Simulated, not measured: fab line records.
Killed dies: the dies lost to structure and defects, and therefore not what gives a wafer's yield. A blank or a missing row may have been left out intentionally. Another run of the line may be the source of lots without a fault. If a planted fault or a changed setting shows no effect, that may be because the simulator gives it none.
Check of tool commonality ; flow n5-finfet ; Sample size 10 lots and 29 wafers

## WHY IT WAS OPENED
At N5_DUMMY_GATE_INSPECT_27 the reading raw-defect-count is flagged on 1 of 10 lots. Fault-free wafers read 309, with a standard deviation of 76.
Rule: a lot gets a flag if all its wafers with a number sit over 4 standard deviations from that mean, or if no wafer of it has a number. As for the other lots, they are considered sound.

lot;measured;on;raw-defect-count, wafer by wafer;flag
L385;day 3 00:06;defect-inspect-01;444 373 346;
L387;day 3 13:19;defect-inspect-02;292 233 242;
L390;day 4 04:50;defect-inspect-01;353 374 395;
L391;day 4 11:19;defect-inspect-01;280 239 334;
L393;day 5 01:32;defect-inspect-02;1292 1350 1326;FLAGGED
L398;day 6 07:56;defect-inspect-02;333 272 266;
L399;day 6 11:31;defect-inspect-01;450 352 272;
L403;day 7 12:57;defect-inspect-01;388 504;
L405;day 7 22:45;defect-inspect-01;532 460 320;
L407;day 8 11:47;defect-inspect-02;278 255 322;
On average the flagged lots' numbers are 1323, which is +1014 against the usual, or +13 standard deviations.

## WHICH TOOL EACH LOT WENT THROUGH
Before the reading, the record contains 4 process steps out of a 1938-step route. Cell contents, in order: the tool; ch with the chambers the sampled wafers went through; the start.
lot;flag;N5_DUMMY_GATE_ETCH_31;N5_DUMMY_GATE_STRIP_41;N5_DUMMY_GATE_HM_OPEN_21;N5_DUMMY_GATE_PRECLEAN_51
L385;;rie-diel-06 ch 0,1,2, day 2 23:21;rie-diel-06 ch 0,1,2, day 2 23:24;rie-diel-06 ch 0,1,2, day 2 23:26;wet-bench-04 ch 2,3,6, day 3 00:01
L387;;rie-diel-06 ch 1,2, day 3 12:34;rie-diel-06 ch 1,2, day 3 12:37;rie-diel-06 ch 1,2, day 3 12:40;wet-bench-05 ch 0,5,6, day 3 13:13
L390;;rie-diel-05 ch 0,1,2, day 4 04:07;rie-diel-05 ch 0,1,2, day 4 04:09;rie-diel-05 ch 0,1,2, day 4 04:11;wet-bench-01 ch 4,5,7, day 4 04:45
L391;;rie-diel-06 ch 0,1,3, day 4 10:26;rie-diel-06 ch 0,1,3, day 4 10:29;rie-diel-06 ch 0,1,3, day 4 10:31;wet-bench-01 ch 2,3,6, day 4 11:14
L393;FLAGGED;rie-diel-06 ch 1,2,3, day 5 00:48;rie-diel-06 ch 1,2,3, day 5 00:51;rie-diel-06 ch 1,2,3, day 5 00:53;wet-bench-01 ch 1,6,7, day 5 01:26
L398;;rie-diel-03 ch 0,1,3, day 6 07:14;rie-diel-03 ch 0,1,3, day 6 07:16;rie-diel-03 ch 0,1,3, day 6 07:22;wet-bench-05 ch 2,3,5, day 6 07:51
L399;;rie-diel-03 ch 0,3, day 6 10:47;rie-diel-03 ch 0,3, day 6 10:50;rie-diel-03 ch 0,3, day 6 10:53;wet-bench-05 ch 1,3,7, day 6 11:26
L403;;rie-diel-05 ch 2,3, day 7 12:12;rie-diel-05 ch 2,3, day 7 12:14;rie-diel-05 ch 2,3, day 7 12:17;wet-bench-05 ch 5,6, day 7 12:52
L405;;rie-diel-05 ch 0,1, day 7 21:46;rie-diel-05 ch 0,1, day 7 21:48;rie-diel-05 ch 0,1, day 7 21:50;wet-bench-05 ch 1,6,7, day 7 22:39
L407;;rie-diel-03 ch 0,2,3, day 8 11:01;rie-diel-03 ch 0,2,3, day 8 11:04;rie-diel-03 ch 0,2,3, day 8 11:07;wet-bench-05 ch 0,2,7, day 8 11:41
What the steps here do:
- N5_DUMMY_GATE_ETCH_31: etches SiO2 in C4F6/O2, target depth 82.5 nm, time 27.5 s.
- N5_DUMMY_GATE_STRIP_41: strips in O2.
- N5_DUMMY_GATE_HM_OPEN_21: chemistry CH3F/O2, target SiNx, target depth 120 nm, time 171.4 s.
- N5_DUMMY_GATE_PRECLEAN_51: cleans in SC2, time 45 s.
- N5_DUMMY_GATE_INSPECT_27: inspects for defects (brightfield).

## FLAGGED OVER TOTAL, TOOL BY TOOL (the gauges that took the reading come last)
step;tool;lots run;flagged;share of the flagged lots;sound lots run after its first flagged lot
N5_DUMMY_GATE_ETCH_31;rie-diel-03;3;0;none;-
N5_DUMMY_GATE_ETCH_31;rie-diel-05;3;0;none;-
N5_DUMMY_GATE_ETCH_31;rie-diel-06;4;1;all;0
N5_DUMMY_GATE_STRIP_41;rie-diel-03;3;0;none;-
N5_DUMMY_GATE_STRIP_41;rie-diel-05;3;0;none;-
N5_DUMMY_GATE_STRIP_41;rie-diel-06;4;1;all;0
N5_DUMMY_GATE_HM_OPEN_21;rie-diel-03;3;0;none;-
N5_DUMMY_GATE_HM_OPEN_21;rie-diel-05;3;0;none;-
N5_DUMMY_GATE_HM_OPEN_21;rie-diel-06;4;1;all;0
N5_DUMMY_GATE_PRECLEAN_51;wet-bench-01;3;1;all;0
N5_DUMMY_GATE_PRECLEAN_51;wet-bench-04;1;0;none;-
N5_DUMMY_GATE_PRECLEAN_51;wet-bench-05;6;0;none;-
N5_DUMMY_GATE_INSPECT_27;defect-inspect-01;6;0;none;-
N5_DUMMY_GATE_INSPECT_27;defect-inspect-02;4;1;all;2 (L398,L407)

## THE TABLE: WHAT IT ALLOWS
5 rows of the table ran every flagged lot: rie-diel-06 at N5_DUMMY_GATE_ETCH_31, rie-diel-06 at N5_DUMMY_GATE_STRIP_41, rie-diel-06 at N5_DUMMY_GATE_HM_OPEN_21, wet-bench-01 at N5_DUMMY_GATE_PRECLEAN_51, defect-inspect-02 at N5_DUMMY_GATE_INSPECT_27.
- rie-diel-06 at N5_DUMMY_GATE_ETCH_31: 1 of its 4 lots flagged. Its last sound lot is L391 (day 4 10:26), its first flagged lot L393 (day 5 00:48): a fault that began between those two fits.
- rie-diel-06 at N5_DUMMY_GATE_STRIP_41: 1 of its 4 lots flagged. Its last sound lot is L391 (day 4 10:29), its first flagged lot L393 (day 5 00:51): a fault that began between those two fits.
- rie-diel-06 at N5_DUMMY_GATE_HM_OPEN_21: 1 of its 4 lots flagged. Its last sound lot is L391 (day 4 10:31), its first flagged lot L393 (day 5 00:53): a fault that began between those two fits.
- wet-bench-01 at N5_DUMMY_GATE_PRECLEAN_51: 1 of its 3 lots flagged. Its last sound lot is L391 (day 4 11:14), its first flagged lot L393 (day 5 01:26): a fault that began between those two fits.
- defect-inspect-02 at N5_DUMMY_GATE_INSPECT_27: 1 of its 4 lots flagged. Sound lots ran on it after the first flagged one (L398, L407), which a lasting fault on the whole tool wouldn't allow.
Counting lots can't tell these 2 tools apart, because each fits a fault that began at some hour. More lots, or a look at what each step does to the wafer, might.

## WHAT HAD BEEN PUT IN BY THE SIMULATOR
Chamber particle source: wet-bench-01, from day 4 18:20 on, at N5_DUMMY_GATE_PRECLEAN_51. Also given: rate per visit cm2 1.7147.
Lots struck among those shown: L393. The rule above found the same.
